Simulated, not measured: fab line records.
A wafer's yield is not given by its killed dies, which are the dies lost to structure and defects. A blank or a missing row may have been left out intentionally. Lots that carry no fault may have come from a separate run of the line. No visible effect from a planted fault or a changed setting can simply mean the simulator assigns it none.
Matching of chambers -- flow n5-finfet -- rie-diel-06 running N5_FIN_SAQP_ETCH_67: 4 sister chambers
The step etches SiNx in CH3F/O2, target depth 30 nm. 7 wafers are shown with their chamber, then 7 later ones without.

EACH WAFER AND ITS CHAMBER
wafer,chamber,showerhead-plenum-p-Torr (Torr),oes_ar_750_au (a.u.)
L077.4,1,1.98,0.71
L079.6,0,1.93,0.81
L083.1,2,1.96,0.93
L083.2,3,2.10,0.75
L083.5,0,1.92,0.80
L085.2,3,2.10,0.76
L085.4,2,1.96,0.92

WAFERS WITH NO CHAMBER GIVEN
wafer,showerhead-plenum-p-Torr (Torr),oes_ar_750_au (a.u.)
L085.5,1.92,0.80
L095.1,1.95,0.89
L095.3,2.09,0.74
L095.5,1.97,0.97
L096.1,1.92,0.78
L096.3,1.95,0.89
L096.6,1.97,0.96

WHICH CHAMBER EACH ONE RAN IN
wafer,from the rows above,in truth
L085.5,0,0
L095.1,2,2
L095.3,3,3
L095.5,2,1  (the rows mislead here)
L096.1,0,0
L096.3,2,2
L096.6,2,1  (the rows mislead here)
Correct placement for 5 of the 7. Left unplaced by these rows: 0. Wrongly placed: 2.
How it was worked out, from the rows above alone: a wafer's distance from a chamber is the root of the sum, over the readings, of the square of ((its reading less the chamber's mean) divided by the reading's scatter). The wafer belongs to the nearest chamber; if the next one is less than 2 further off, it can't be placed. For every chamber, the mean is computed from those of its wafers that are shown. How the scatter is found: for the shown wafers, subtract from each reading the mean of its chamber, square and add these, divide the total by (wafers less chambers), then take the root.
